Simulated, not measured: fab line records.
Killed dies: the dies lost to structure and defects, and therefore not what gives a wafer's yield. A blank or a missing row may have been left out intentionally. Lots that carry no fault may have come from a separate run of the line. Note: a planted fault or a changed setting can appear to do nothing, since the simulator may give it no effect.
Which tool is to blame? -- flow nand-harc -- 13 lots, 37 wafers sampled, at 6 steps of a route of 1302

== WHAT THE GAUGES READ, wafer by wafer ==
NHARC_A_ONON_D1_THK_MEAS_05: measures by ellipsometry.
lot,measured,on,thk-nm (nm)
L657,day 7 22:55,film-metro-01,1005 1004 1005
L658,day 8 03:49,film-metro-02,1006 1007 1007
L659,day 8 13:43,film-metro-02,990 992 991
L663,day 10 14:07,film-metro-02,1353 999
L664,day 10 23:14,film-metro-02,1365 1006
L666,day 11 15:22,film-metro-02,1366 1008 1008
L671,day 13 22:17,film-metro-02,986 985 985
L670,day 13 22:17,film-metro-01,1001 1003 1002
L672,day 14 17:06,film-metro-01,988 989 989
L675,day 15 04:46,film-metro-01,1006 1005 1004
L676,day 16 05:26,film-metro-01,994 991 992
L678,day 16 14:01,film-metro-01,999 999 999
L679,day 16 23:07,film-metro-01,1013 1013 1011

NHARC_END_SORT_01.
lot,measured,on,killed-at-array,killed-at-other,killed-at-periphery,killed-dies,killed-open,killed-short
L663,day 27 09:49,prober-01,676 65,0 0,1 2,677 67,6 3,1 1
L664,day 28 11:44,prober-01,675 77,0 0,2 3,677 80,2 5,0 3
L666,day 28 11:47,prober-02,668 19 15,6 7 4,3 4 4,677 30 23,5 3 3,2 1 1

== EACH LOT AND THE TOOL THAT RAN IT (in order: tool; ch and the chambers of the sampled wafers; start) ==
lot,NHARC_P_BONDPAD_ANNEAL_28,NHARC_P_BONDPAD_ACTIVATE_29,NHARC_A_ONON_D1_DEP_03,NHARC_A_ONON_D1_DEP_33
L657,"rtp-anneal-02 ch 0, day 6 20:46","rie-diel-05 ch 0,1,3, day 6 21:43","pecvd-onon-04 ch 0, day 7 22:24","pecvd-01 ch 0,1, day 8 11:23"
L658,"rtp-anneal-02 ch 0, day 7 03:01","rie-diel-05 ch 1,2,3, day 7 03:53","pecvd-onon-02 ch 0, day 8 03:26","pecvd-03 ch 0,1, day 8 15:46"
L659,"rtp-anneal-02 ch 0, day 7 12:45","rie-diel-05 ch 0,1,2, day 7 13:42","pecvd-onon-03 ch 0, day 8 13:13","pecvd-04 ch 0,1,2, day 9 01:48"
L663,"rtp-anneal-02 ch 0, day 9 12:23","rie-diel-05 ch 0,1, day 9 13:16","pecvd-onon-02 ch 0, day 10 13:43","pecvd-01 ch 1,2, day 11 02:04"
L664,"rtp-anneal-01 ch 0, day 9 21:26","rie-diel-06 ch 0,3, day 9 22:21","pecvd-onon-02 ch 0, day 10 22:43","pecvd-04 ch 0,1, day 11 12:11"
L666,"rtp-anneal-02 ch 0, day 10 13:04","rie-diel-06 ch 0,2,3, day 10 14:05","pecvd-onon-02 ch 0, day 11 14:50","pecvd-01 ch 1,2, day 12 06:10"
L671,"rtp-anneal-01 ch 0, day 12 21:35","rie-diel-06 ch 0,1, day 12 22:32","pecvd-onon-04 ch 0, day 13 21:46","pecvd-04 ch 1,2, day 14 10:12"
L670,"rtp-anneal-02 ch 0, day 12 22:28","rie-diel-06 ch 0,2,3, day 12 23:25","pecvd-onon-02 ch 0, day 13 21:46","pecvd-03 ch 0,1,2, day 14 10:05"
L672,"rtp-anneal-01 ch 0, day 13 17:34","rie-diel-06 ch 1,2, day 13 18:26","pecvd-onon-02 ch 0, day 14 16:43","pecvd-03 ch 0,1, day 15 06:06"
L675,"rtp-anneal-02 ch 0, day 14 03:04","rie-diel-05 ch 0,1, day 14 04:04","pecvd-onon-03 ch 0, day 15 04:16","pecvd-03 ch 0,2, day 15 16:36"
L676,"rtp-anneal-01 ch 0, day 15 04:48","rie-diel-05 ch 1,2,3, day 15 05:41","pecvd-onon-02 ch 0, day 16 04:59","pecvd-04 ch 0,1,2, day 16 17:23"
L678,"rtp-anneal-01 ch 0, day 15 10:56","rie-diel-06 ch 0,2,3, day 15 11:52","pecvd-onon-03 ch 0, day 16 13:31","pecvd-01 ch 0,1,2, day 17 01:44"
L679,"rtp-anneal-01 ch 0, day 15 22:46","rie-diel-06 ch 0,2,3, day 15 23:43","pecvd-onon-04 ch 0, day 16 22:37","pecvd-01 ch 0,1, day 17 11:01"
- NHARC_P_BONDPAD_ANNEAL_28: time 90 s.
- NHARC_P_BONDPAD_ACTIVATE_29: chemistry N2, time 60 s.
- NHARC_A_ONON_D1_DEP_03: target thk 1000 nm.
- NHARC_A_ONON_D1_DEP_33: deposits SiO2, target thk 200 nm.

== AS READ BY THE TOOLS THEMSELVES (means over the sampled wafers that have a number; for cases with no such wafer, the mark the record gives instead) ==
NHARC_P_BONDPAD_ANNEAL_28.
lot,tool,anneal-temp-c (C),wafer_temp_C_max
L657,rtp-anneal-02,225.01,225.71
L658,rtp-anneal-02,225.14,225.74
L659,rtp-anneal-02,224.90,225.88
L663,rtp-anneal-02,225.25,225.47
L664,rtp-anneal-01,225.14,225.93
L666,rtp-anneal-02,225.09,225.67
L671,rtp-anneal-01,225.07,225.67
L670,rtp-anneal-02,225.15,225.74
L672,rtp-anneal-01,224.71,225.50
L675,rtp-anneal-02,225.09,225.69
L676,rtp-anneal-01,224.93,225.49
L678,rtp-anneal-01,224.84,225.46
L679,rtp-anneal-01,225.15,225.73

NHARC_P_BONDPAD_ACTIVATE_29.
lot,tool,drypump-motor-current-A (A),oes-product-au (a.u.),rf-vpp-V (V),showerhead-plenum-p-Torr (Torr)
L657,rie-diel-05,5.8,1.000,64.1,1.75
L658,rie-diel-05,6.0,1.012,63.8,1.74
L659,rie-diel-05,5.8,0.996,64.5,1.79
L663,rie-diel-05,5.7,0.996,63.8,1.77
L664,rie-diel-06,6.2,0.996,65.1,1.77
L666,rie-diel-06,6.4,1.002,64.0,1.75
L671,rie-diel-06,6.3,1.006,64.4,1.86
L670,rie-diel-06,6.4,0.998,64.3,1.75
L672,rie-diel-06,6.5,1.008,63.5,1.76
L675,rie-diel-05,5.6,1.003,63.5,1.81
L676,rie-diel-05,6.0,1.007,64.1,1.73
L678,rie-diel-06,6.3,1.010,64.6,1.75
L679,rie-diel-06,6.4,1.009,63.9,1.75

NHARC_A_ONON_D1_DEP_33.
lot,tool,heater-power-w (W),throttle-valve-pct (%)
L657,pecvd-01,595,16.1
L658,pecvd-03,486,16.3
L659,pecvd-04,538,16.1
L663,pecvd-01,578,16.4
L664,pecvd-04,439,16.3
L666,pecvd-01,520,16.7
L671,pecvd-04,524,15.8
L670,pecvd-03,467,16.0
L672,pecvd-03,488,16.3
L675,pecvd-03,484,15.7
L676,pecvd-04,503,16.4
L678,pecvd-01,562,15.6
L679,pecvd-01,643,15.5

== THE ANSWER, worked out from the rows above alone ==
Rule: the usual values come from the lots themselves. The widest of any qualifying gaps counts: lots, ordered by their means at a reading, are off when they make up no more than a third of the lots, leave a main group of 4 or more, and stand apart from it by 3 or more times the standard deviation of that group's means. A main group whose means are all the same, to the digits that the tables above print for the reading, isn't used. A lot without any number at a reading at which 4 lots or more have one is off too. Any other lot the step has rows for is counted as sound. The gauges are gone through in route order, then the tools' own readings, and for those a lot's mean is taken as printed above. At the first step where some lot is off, the reading lying furthest off is the one used; lots without a number count as furthest.
Off: L663, L664, L666, at NHARC_A_ONON_D1_THK_MEAS_05 (thk-nm). For the main group the mean is 999 nm and the standard deviation 8.5.
If a tool, at a process step before that reading, ran all the lots that are off and no sound lot after the first of them, it fits. Gauges at NHARC_A_ONON_D1_THK_MEAS_05: tried the same way as those tools. Not one of the candidates tried fits.

== WHAT THE SIMULATOR PUT IN ==
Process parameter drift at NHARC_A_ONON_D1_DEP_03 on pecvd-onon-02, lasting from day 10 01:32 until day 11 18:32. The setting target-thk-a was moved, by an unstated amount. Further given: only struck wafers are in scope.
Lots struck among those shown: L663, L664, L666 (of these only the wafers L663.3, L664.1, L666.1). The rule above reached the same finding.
